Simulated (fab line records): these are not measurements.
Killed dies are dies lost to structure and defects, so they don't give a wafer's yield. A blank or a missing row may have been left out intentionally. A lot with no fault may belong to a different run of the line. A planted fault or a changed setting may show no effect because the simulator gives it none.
Chamber matching | flow nand harc | 4 sister chambers for NHARC_P_CONTACT_CMP_01 on cmp-02
The step polishes SiO2, target thk 200 nm. 4 wafers are shown with their chamber, then 8 later ones without.

## WAFERS, EACH WITH ITS CHAMBER
wafer  | chamber | motor current A (A)
L088.5 | 0       | 10.1
L085.1 | 2       | 11.9
L085.2 | 1       | 13.2
L089.1 | 3       | 12.2

## WAFERS WITH NO CHAMBER GIVEN
wafer  | motor current A (A)
L089.2 | 13.2
L089.5 | 13.0
L090.1 | 10.0
L090.2 | 11.4
L090.4 | 12.3
L091.2 | 10.0
L091.3 | 11.5
L091.6 | 13.2

## EACH ONE'S CHAMBER
wafer  | from the rows above     | in truth
L089.2 | 1                       | 1
L089.5 | 1                       | 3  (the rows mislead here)
L090.1 | 0                       | 0
L090.2 | can't be placed: 2 or 3 | 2
L090.4 | can't be placed: 3 or 2 | 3
L091.2 | 0                       | 0
L091.3 | can't be placed: 2 or 3 | 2
L091.6 | 1                       | 1
Correctly placed: 4 of 8. These rows do not allow placing 3 (true chamber among the candidates in 3). Placed wrongly: 1.
How it was worked out, from the rows above alone: a wafer's distance from a chamber is the root of the sum, over the readings, of the square of ((its reading less the chamber's mean) divided by the reading's scatter). The wafer belongs to the nearest chamber; if the next one is less than 2 further off, it can't be placed. For every chamber, the mean is computed from those of its wafers that are shown. The scatter (one wafer shown for each chamber): square how far every hidden wafer sits from the nearest shown wafer, average those squares and take the square root.
